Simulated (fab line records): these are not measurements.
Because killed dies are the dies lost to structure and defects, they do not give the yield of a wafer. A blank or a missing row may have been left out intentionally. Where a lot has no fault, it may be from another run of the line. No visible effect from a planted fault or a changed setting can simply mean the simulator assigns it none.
Matching of chambers ; flow n5-finfet ; N5_SPACER0_ALD_08 on ald-sin-03: 4 sister chambers
The step deposits SiNx, target thk 2 nm. 8 wafers are shown with their chamber, then 7 later ones without.

## EACH WAFER AND ITS CHAMBER
wafer;chamber;heater-power-w (W)
L930.6;2;697
L931.4;1;809
L934.3;3;759
L934.4;1;807
L934.5;0;928
L936.1;3;767
L936.2;0;915
L936.4;2;692

## WAFERS WITHOUT THEIR CHAMBER
wafer;heater-power-w (W)
L937.3;777
L937.4;922
L938.3;784
L938.4;953
L938.5;940
L939.2;830
L939.5;817

## THE CHAMBER EACH PASSED THROUGH
wafer;from the rows above;in truth
L937.3;3;3
L937.4;0;0
L938.3;can't be placed: 3 or 1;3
L938.4;0;0
L938.5;0;0
L939.2;1;1
L939.5;1;1
Correct placement for 6 of the 7. Unplaceable from these rows: 1, with the true chamber sitting among the candidates in 1. Wrongly placed: 0.
How it was worked out, from the rows above alone: a wafer's distance from a chamber is the root of the sum, over the readings, of the square of ((its reading less the chamber's mean) divided by the reading's scatter). If the next closest chamber is less than 2 further off than the closest, the wafer can't be placed; otherwise it belongs to the closest. The mean given for a chamber averages the wafers shown for that chamber. How the scatter is found: for the shown wafers, subtract from each reading the mean of its chamber, square and add these, divide the total by (wafers less chambers), then take the root.
